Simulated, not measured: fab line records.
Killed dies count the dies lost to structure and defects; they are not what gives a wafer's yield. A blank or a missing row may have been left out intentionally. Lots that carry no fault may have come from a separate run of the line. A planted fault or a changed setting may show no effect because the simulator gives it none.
Matching of chambers / flow nandHarc / NHARC_A_BONDPAD_DEP_00 on pecvd-03 has 3 sister chambers
The step deposits SiCN, target thk 250 nm. 14 wafers are shown with their chamber, then 7 later ones without.

== WAFERS PAIRED WITH THEIR CHAMBERS ==
wafer=L637.3; chamber=2; heaterPowerOuterW (W)=391; heaterPowerW (W)=694; chamberPressureTorr (Torr)=3.004
wafer=L637.4; chamber=1; heaterPowerOuterW (W)=216; heaterPowerW (W)=420; chamberPressureTorr (Torr)=3.007
wafer=L637.5; chamber=0; heaterPowerOuterW (W)=308; heaterPowerW (W)=557; chamberPressureTorr (Torr)=2.998
wafer=L639.2; chamber=0; heaterPowerOuterW (W)=329; heaterPowerW (W)=587; chamberPressureTorr (Torr)=3.012
wafer=L639.3; chamber=1; heaterPowerOuterW (W)=264; heaterPowerW (W)=511; chamberPressureTorr (Torr)=3.003
wafer=L639.4; chamber=1; heaterPowerOuterW (W)=185; heaterPowerW (W)=407; chamberPressureTorr (Torr)=2.996
wafer=L643.1; chamber=2; heaterPowerOuterW (W)=311; heaterPowerW (W)=576; chamberPressureTorr (Torr)=3.011
wafer=L643.2; chamber=0; heaterPowerOuterW (W)=308; heaterPowerW (W)=568; chamberPressureTorr (Torr)=2.998
wafer=L643.5; chamber=0; heaterPowerOuterW (W)=315; heaterPowerW (W)=573; chamberPressureTorr (Torr)=2.991
wafer=L646.1; chamber=1; heaterPowerOuterW (W)=222; heaterPowerW (W)=466; chamberPressureTorr (Torr)=3.005
wafer=L646.4; chamber=0; heaterPowerOuterW (W)=273; heaterPowerW (W)=522; chamberPressureTorr (Torr)=3.004
wafer=L646.6; chamber=2; heaterPowerOuterW (W)=300; heaterPowerW (W)=548; chamberPressureTorr (Torr)=2.989
wafer=L649.2; chamber=2; heaterPowerOuterW (W)=355; heaterPowerW (W)=628; chamberPressureTorr (Torr)=2.999
wafer=L649.4; chamber=1; heaterPowerOuterW (W)=261; heaterPowerW (W)=497; chamberPressureTorr (Torr)=3.001

SIGNATURES, as means of the wafers listed above
reading=heaterPowerOuterW; chamber 0=306.60; chamber 1=229.60; chamber 2=339.25; scatter within a chamber=32.2
reading=heaterPowerW; chamber 0=561.40; chamber 1=460.20; chamber 2=611.50; scatter within a chamber=45.9
reading=chamberPressureTorr; chamber 0=3.00060; chamber 1=3.00240; chamber 2=3.00075; scatter within a chamber=0.00723
Rule: distance of a wafer from a chamber = root of the sum over the readings of ((wafer's reading minus chamber's mean) / reading's scatter) squared. The wafer belongs to the nearest chamber; if the next one is less than 2 further off, it can't be placed. The scatter is the square root of a quotient: the sum, over the shown wafers, of each reading's squared deviation from its chamber's mean, divided by wafers minus chambers.

== WAFERS WITH NO CHAMBER GIVEN ==
wafer=L649.6; heaterPowerOuterW (W)=244; heaterPowerW (W)=457; chamberPressureTorr (Torr)=3.010
wafer=L653.1; heaterPowerOuterW (W)=220; heaterPowerW (W)=454; chamberPressureTorr (Torr)=3.007
wafer=L653.4; heaterPowerOuterW (W)=264; heaterPowerW (W)=491; chamberPressureTorr (Torr)=3.003
wafer=L653.6; heaterPowerOuterW (W)=225; heaterPowerW (W)=463; chamberPressureTorr (Torr)=3.007
wafer=L654.1; heaterPowerOuterW (W)=235; heaterPowerW (W)=484; chamberPressureTorr (Torr)=2.998
wafer=L654.2; heaterPowerOuterW (W)=351; heaterPowerW (W)=620; chamberPressureTorr (Torr)=2.994
wafer=L654.4; heaterPowerOuterW (W)=358; heaterPowerW (W)=616; chamberPressureTorr (Torr)=3.005

== EACH ONE'S CHAMBER ==
wafer=L649.6; from the rows above=1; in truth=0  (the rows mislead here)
wafer=L653.1; from the rows above=1; in truth=1
wafer=L653.4; from the rows above=can't be placed: 1 or 0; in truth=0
wafer=L653.6; from the rows above=1; in truth=1
wafer=L654.1; from the rows above=can't be placed: 1 or 0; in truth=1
wafer=L654.2; from the rows above=can't be placed: 2 or 0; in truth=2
wafer=L654.4; from the rows above=can't be placed: 2 or 0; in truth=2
Correctly placed: 2 of 7. These rows do not allow placing 4 (true chamber among the candidates in 4). Wrongly placed: 1.
